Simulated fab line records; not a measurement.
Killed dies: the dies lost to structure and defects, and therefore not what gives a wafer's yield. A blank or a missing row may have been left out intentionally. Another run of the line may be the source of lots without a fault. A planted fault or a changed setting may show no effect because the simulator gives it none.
fab line records + flow n5_finfet
record:
- lots: 4
- wafers: 12
- last_day: 18
route steps=1938 shown SD_EPI_P@319 SD_ACTIVATION@330 ILD0@335 SDB@347 BEOL_M4@1111
lots untouched by any fault: they come from a run of this same line in which no faults occurred
start_h: start of the lot's first displayed wafer, in hours after the record's first day + wait_h: hours from the lot's prior step to this one + " repeats the value in the row above + L1.1+2: a single row standing in for several wafers + - no value, or no start given + * or withheld: withheld + < > ~ a bound
route shown NAME@n: names a module that has steps shown in the file, with the first one's number in the route + usual: mean/standard deviation taken from wafers without a fault + same: alike in all rows + chamber/n: place in a boat + sites: readings site by site + _std_site: standard deviation of those values + _edge_site: the outer-site mean with the inner-site mean subtracted + radius_mm: how far each site lies from the wafer's centre + mask NAME#n: copy n + behind: the tool/chamber that last shaped the wafer + hold: reason for holding the lot/hours on hold/outcome of the hold + device: names the non-switching transistor (n, p or np) + end of line: tests run on the same wafers once the route is complete + where a step has no rows: the recipe by itself + killed: dies lost to structure and defects at the first sort, not the wafer's yield + map: a wafer's dies, marking killed ones x, the rest . and places with no die _
set.NAME: the setting the step ran with; set.NAME@STEP: the setting that earlier step ran with + model.NAME: the simulator's own value behind a step, which no gauge read
lots at selected steps of the route; one table per step, one row per wafer
services: when a tool's chamber went out of use (start_h, in hours from the record's first day, below 0 if earlier), for how many hours, and the reason
== steps ==
step: N5_SD_EPI_P_PRECLEAN_51
recipe:
- chemistry: NF3:NH3
- afs_cycles: 1
- temp_c: 30
- time_s: 20
- sublimation_temp_c: 180
- sublimation_time_s: 60
- pressure_torr: 3
- rf_power_w: 30
step: N5_SD_EPI_P_VAPOR_ETCH_44
recipe:
- chemistry: NF3/Ar
- target: SiGe30
- temp_c: 25
- time_s: 3.3
- mode: isotropic
step: N5_SD_EPI_P_EPI_21
recipe:
- material: SiGe:B
- dopant: B
- temp_c: 550
- pressure_torr: 20
- ambient: H2
- time_s: 355
step: N5_SD_EPI_P_HM_STRIP_48
recipe:
- chemistry: H3PO4
- temp_c: 160
- material: SiNx
- target: SiNx
- target_depth_a: 30
- overetch_fraction: 0.3
step: N5_SD_EPI_P_SRD_49
recipe:
- dry: ipa_marangoni
- time_s: 30
- temp_c: 23
- rinse_liquid: diw
step: N5_SD_EPI_P_PRECLEAN_24
recipe:
- chemistry: O3/DIW
- time_s: 45
- temp_c: 22
- o3_ppm: 10
step: N5_SD_EPI_P_PRECLEAN_32
recipe:
- chemistry: dHF
- time_s: 10
- dilution: 500:1
- temp_c: 25
step: N5_SD_EPI_P_PRECLEAN_33
recipe:
- chemistry: SC2
- time_s: 45
- temp_c: 35
- mix: 1:1:50
step: N5_SD_EPI_P_SRD_25
recipe:
- time_s: 30
- temp_c: 23
- rinse_liquid: diw
- dry: ipa_marangoni
step: N5_SD_ACTIVATION_RTA_00
recipe:
- temp_c: 975
- time_s: 0
- ambient: N2
- idle_temp_c: 600
- ramp_up_c_per_s: 150
- ramp_down_c_per_s: 60
- cool_to_c: 600
step: N5_SD_ACTIVATION_LSA_01
recipe:
- temp_c: 1080
- time_s: 0.0008
- ambient: N2
usual:
- wafer_temp_C_max: 1085.8/2.3
| lot.wafer | tool            | chamber | start_h | wait_h | wafer_temp_C_max |
|-----------|-----------------|---------|---------|--------|------------------|
| L873.1    | laser_anneal-01 | 0       | 59.11   | 0.2    | 1088.8           |
| L873.2    | "               | 0       | "       | "      | 1087.9           |
| L873.6    | "               | 0       | "       | "      | 1089.2           |
| L888.2    | laser_anneal-01 | 0       | 148.67  | 0.2    | 1116.2           |
| L888.3    | "               | 0       | "       | "      | 1114.5           |
| L888.4    | "               | 0       | "       | "      | 1111.0           |
| L890.1    | laser_anneal-01 | 0       | 161.80  | 0.2    | 1113.7           |
| L890.4    | "               | 0       | "       | "      | 1117.2           |
| L890.5    | "               | 0       | "       | "      | 1113.1           |
| L896.2    | laser_anneal-02 | 0       | 198.81  | 0.2    | 1084.9           |
| L896.3    | "               | 0       | "       | "      | 1084.2           |
| L896.5    | "               | 0       | "       | "      | 1085.2           |
step: N5_SD_ACTIVATION_RS_MEAS_03
recipe:
- thk_meas_gauge: four-point-probe
usual:
- RS_SD_N: 21.87/0.27
- RS_SD_P: 56.1/0.89
| lot.wafer | tool          | chamber | start_h | wait_h | RS_SD_N[ohm/sq] | RS_SD_P[ohm/sq] |
|-----------|---------------|---------|---------|--------|-----------------|-----------------|
| L873.1    | film_metro-01 | -       | 59.31   | 0.2    | 22.50           | 57.4            |
| L873.2    | "             | -       | "       | "      | 22.21           | 57.6            |
| L873.6    | "             | -       | "       | "      | 21.82           | 57.5            |
| L888.2    | film_metro-02 | -       | 148.87  | 0.2    | 19.45           | 55.3            |
| L888.3    | "             | -       | "       | "      | 19.06           | 56.3            |
| L888.4    | "             | -       | "       | "      | 19.11           | 55.1            |
| L890.1    | film_metro-02 | -       | 162.00  | 0.2    | 18.86           | 55.8            |
| L890.4    | "             | -       | "       | "      | 18.98           | 56.0            |
| L890.5    | "             | -       | "       | "      | 19.09           | 55.7            |
| L896.2    | film_metro-01 | -       | 199.00  | 0.2    | 22.01           | 55.1            |
| L896.3    | "             | -       | "       | "      | 22.07           | 55.6            |
| L896.5    | "             | -       | "       | "      | 22.16           | 56.2            |
step: N5_ILD0_LINER_00
recipe:
- material: SiNx
- target_thk_a: 40
- temp_c: 400
- ald_precursor_family: SiH2I2
- ald_co_reactant: N2/H2-plasma
- pulse_time_s: 1
- purge_time_s: 2
- co_reactant_purge_time_s: 2
- ald_cycles: 80
- pressure_torr: 2
step: N5_ILD0_FCVD_FILL_01
recipe:
- material: SiO2_flowable
- target_thk_a: 2000
- temp_c: 100
- pressure_torr: 0.8
- rf_w: 2000
- time_s: 328.3
step: N5_ILD0_CURE_02
recipe:
- temp_c: 450
- time_s: 1800
- ambient: steam
- idle_temp_c: 400
- ramp_up_c_per_min: 5
- ramp_down_c_per_min: 3
- densification_p_h2o_torr: 640
step: N5_ILD0_CMP_03
recipe:
- stop_on: SiNx
- t_overpolish_s: 1.9
- post_cmp_clean: alkaline_brush
- down_force_psi: 4.1491
- platen_rpm: 51.796
- pad_velocity_m_s: 1.0306
- target_thk_nm: 197.38
step: N5_ILD0_CMP_07
recipe:
- stop_on: poly-Si
- material: SiO2_flowable
- t_overpolish_s: 1.18
- post_cmp_clean: alkaline_brush
- down_force_psi: 4.1491
- platen_rpm: 51.796
- pad_velocity_m_s: 1.0306
- target_thk_nm: 138.88
step: N5_ILD0_PRECLEAN_10
recipe:
- chemistry: NF3:NH3
- afs_cycles: 5
- time_s: 20
- temp_c: 30
- sublimation_temp_c: 180
- sublimation_time_s: 60
- pressure_torr: 3
- rf_power_w: 30
step: N5_ILD0_ALD_15
recipe:
- material: SiNx
- target_thk_a: 240
- temp_c: 400
- ald_precursor_family: SiH2I2
- ald_co_reactant: N2/H2-plasma
- pulse_time_s: 1
- ald_cycles: 480
- purge_time_s: 2
- co_reactant_purge_time_s: 2
- pressure_torr: 2
step: N5_ILD0_CMP_12
recipe:
- stop_on: poly-Si
- material: SiNx
- t_overpolish_s: 6
- post_cmp_clean: alkaline_brush
- down_force_psi: 2.5
- platen_rpm: 51.8
- pad_velocity_m_s: 1.0307
- target_thk_nm: 17.67
step: N5_SDB_HM_DEP_00
recipe:
- material: SiNx
- target_thk_a: 400
- temp_c: 400
- precursor: SiH4/NH3/N2
- pressure_torr: 1.5
- rf_w: 300
- time_s: 35.3
step: N5_SDB_COAT_03
recipe:
- resist: SOC
- temp_c: 250
- time_s: 60
- spin_rpm: 1500
- resist_thk_nm: 100
step: N5_SDB_COAT_04
recipe:
- resist: SiARC
- temp_c: 220
- time_s: 60
- spin_rpm: 1500
- resist_thk_nm: 18
step: N5_SDB_COAT_05
recipe:
- resist: CAR-ArF
- spin_rpm: 1500
- resist_thk_nm: 90
step: N5_SDB_EBR_07
recipe:
- solvent: PGMEA
- ebr_width_mm: 1.5
step: N5_SDB_SOFTBAKE_06
recipe:
- temp_c: 110
- time_s: 60
- resist: CAR-ArF
step: N5_SDB_EXPOSE_08
recipe:
- mask_id: SDB
- na: 1.35
- source_shape: conventional
- sigma_outer: 0.5
- polarization: unpolarized
- dose_mj: 49.6
step: N5_SDB_PEB_09
recipe:
- peb_temp_c: withheld
- peb_time_s: 60
- resist: CAR-ArF
step: N5_SDB_DEVELOP_10
recipe:
- develop_time_s: 30
- developer: TMAH
- resist: CAR-ArF
- rinse_liquid: diw
- dry: air_spin
- dev_temp_c: 23
step: N5_SDB_DESCUM_16
recipe:
- chemistry: O2
- time_s: 7.9
- source_power_w: 50
- bias_power_w: 20
- pressure_mtorr: 20
- rf_frequency_hz: 2.712e+07
- temp_c: 40
- resist: CAR-ArF
- o2_flow_sccm: 225
step: N5_SDB_ETCH_17
recipe:
- chemistry: CF4
- target: SiARC
- target_depth_a: 234
- mask_material: CAR-ArF
- time_s: 39
- ion_energy_ev: 80
- pressure_mtorr: 40
- source_w: 545
- bias_w: 36
- Ar_flow_sccm: 100
- cf4_flow_sccm: 100
- ends: cleared
step: N5_BEOL_M4_RC_MEAS_101
usual:
- DIBL_N: 35.9/1.3
- DIBL_P: 36.3/1.5
- IOFF_N: 0.153/0.023
- IOFF_P: 0.208/0.028
- ION_N: 672/9.7
- ION_P: 462/6.6
- RC_DENSE_N: 18.9/0.34
- RC_N: 15.39/0.27
- REXT_N: 75.3/1.4
- RS_SD_N: 28.3/0.33
- SS_N: 71.5/0.53
- SS_P: 73.3/0.59
- VT_N: 250.4/2.7
- VT_P: -250.5/3
| lot.wafer | tool      | chamber | start_h | wait_h | DIBL_N[mV/V] | DIBL_P[mV/V] | IOFF_N[nA/um] | IOFF_P[nA/um] | ION_N[uA/um] | ION_P[uA/um] | RC_DENSE_N[ohm.um] | RC_N[ohm.um] | REXT_N[ohm.um] | RS_SD_N[ohm/sq] | SS_N[mV/dec] | SS_P[mV/dec] | VT_N[mV] | VT_P[mV] |
|-----------|-----------|---------|---------|--------|--------------|--------------|---------------|---------------|--------------|--------------|--------------------|--------------|----------------|-----------------|--------------|--------------|----------|----------|
| L873.1    | prober-02 | 0       | 168.53  | 0.0    | 37.6         | 37.8         | 0.175         | 0.210         | 679          | 461          | 18.3               | 14.88        | 77.0           | 28.7            | 72.5         | 73.6         | 250.4    | -252.5   |
| L873.2    | "         | 0       | "       | "      | 35.6         | 35.2         | 0.138         | 0.171         | 665          | 453          | 18.7               | 15.22        | 77.0           | 28.4            | 71.6         | 72.5         | 253.6    | -256.7   |
| L873.6    | "         | 0       | "       | "      | 35.8         | 35.7         | 0.143         | 0.176         | 680          | 459          | 18.9               | 15.42        | 76.6           | 28.5            | 70.7         | 72.7         | 250.8    | -255.9   |
| L888.2    | prober-02 | 0       | 276.27  | 0.2    | 36.6         | 36.3         | 0.172         | 0.246         | 695          | 480          | 16.4               | 13.39        | 70.4           | 25.3            | 71.4         | 73.4         | 248.4    | -247.3   |
| L888.3    | "         | 0       | "       | "      | 34.9         | 34.8         | 0.133         | 0.215         | 669          | 464          | 16.4               | 13.21        | 70.2           | 25.2            | 71.9         | 72.9         | 251.7    | -249.6   |
| L888.4    | "         | 0       | "       | "      | 36.2         | 36.7         | 0.160         | 0.246         | 670          | 470          | 16.1               | 13.04        | 70.6           | 24.9            | 71.4         | 73.8         | 249.6    | -246.9   |
| L890.1    | prober-01 | 0       | 279.17  | 0.0    | 34.9         | 35.4         | 0.137         | 0.165         | 679          | 463          | 16.6               | 13.61        | 68.8           | 24.9            | 70.6         | 73.9         | 252.6    | -254.5   |
| L890.4    | "         | 0       | "       | "      | 36.0         | 37.4         | 0.157         | 0.197         | 669          | 456          | 16.5               | 13.41        | 69.4           | 25.1            | 71.7         | 73.7         | 249.0    | -251.9   |
| L890.5    | "         | 0       | "       | "      | 35.3         | 36.5         | 0.145         | 0.183         | 690          | 466          | 16.5               | 13.53        | 69.5           | 25.2            | 70.9         | 73.4         | 249.7    | -256.8   |
| L896.2    | prober-02 | 0       | 336.56  | 0.2    | 37.9         | 37.7         | 0.182         | 0.238         | 683          | 473          | 18.5               | 15.13        | 75.2           | 28.6            | 71.5         | 73.2         | 245.8    | -247.1   |
| L896.3    | "         | 0       | "       | "      | 36.0         | 36.0         | 0.151         | 0.204         | 684          | 464          | 18.8               | 15.29        | 75.5           | 28.6            | 70.7         | 72.9         | 247.6    | -249.7   |
| L896.5    | "         | 0       | "       | "      | 35.7         | 35.8         | 0.147         | 0.208         | 686          | 468          | 18.8               | 15.20        | 75.4           | 28.5            | 71.6         | 72.5         | 248.5    | -248.9   |
== services ==
| tool            | chamber | start_h | hours | kind   |
|-----------------|---------|---------|-------|--------|
| laser_anneal-02 | -       | 113.43  | 1.9   | pm     |
| laser_anneal-01 | -       | 118.20  | 2.6   | pm     |
| laser_anneal-02 | -       | 136.80  | 5.5   | pm     |
| laser_anneal-02 | -       | 162.61  | 0.5   | repair |
| laser_anneal-01 | -       | 166.24  | 12.6  | pm     |
== key ==
first_sign:
- step: N5_SD_ACTIVATION_LSA_01
- reading: wafer_temp_C_max
- direction: up
- sigmas: 12
- usual: *
- struck: *
effect:
- step: N5_SD_ACTIVATION_RS_MEAS_03
- reading: RS_SD_N
- direction: down
- sigmas: 10
- usual: 21.87
- struck: 19.09
effect:
- step: N5_BEOL_M4_RC_MEAS_101
- reading: RS_SD_N
- direction: down
- sigmas: 9.8
- usual: 28.3
- struck: 25.1
effect:
- step: N5_BEOL_M4_RC_MEAS_101
- reading: RC_N
- direction: down
- sigmas: 7.6
- usual: 15.39
- struck: 13.37
effect:
- step: N5_BEOL_M4_RC_MEAS_101
- reading: RC_DENSE_N
- direction: down
- sigmas: 7.2
- usual: 18.9
- struck: 16.4
effect:
- step: N5_BEOL_M4_RC_MEAS_101
- reading: REXT_N
- direction: down
- sigmas: 4
- usual: 75.3
- struck: 69.8
met_at N5_SD_ACTIVATION_LSA_01
struck_wafers L888.2,L888.3,L888.4,L890.1,L890.4,L890.5
onset_between 59.11 148.67
fault:
- kind: process_parameter_drift
- tool: laser_anneal-01
- chamber: -
- onset_h: 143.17
- steps: N5_SD_ACTIVATION_LSA_01
- channel: temp_c
- offset: *
- shape: step
- end_h: 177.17
- stated: *
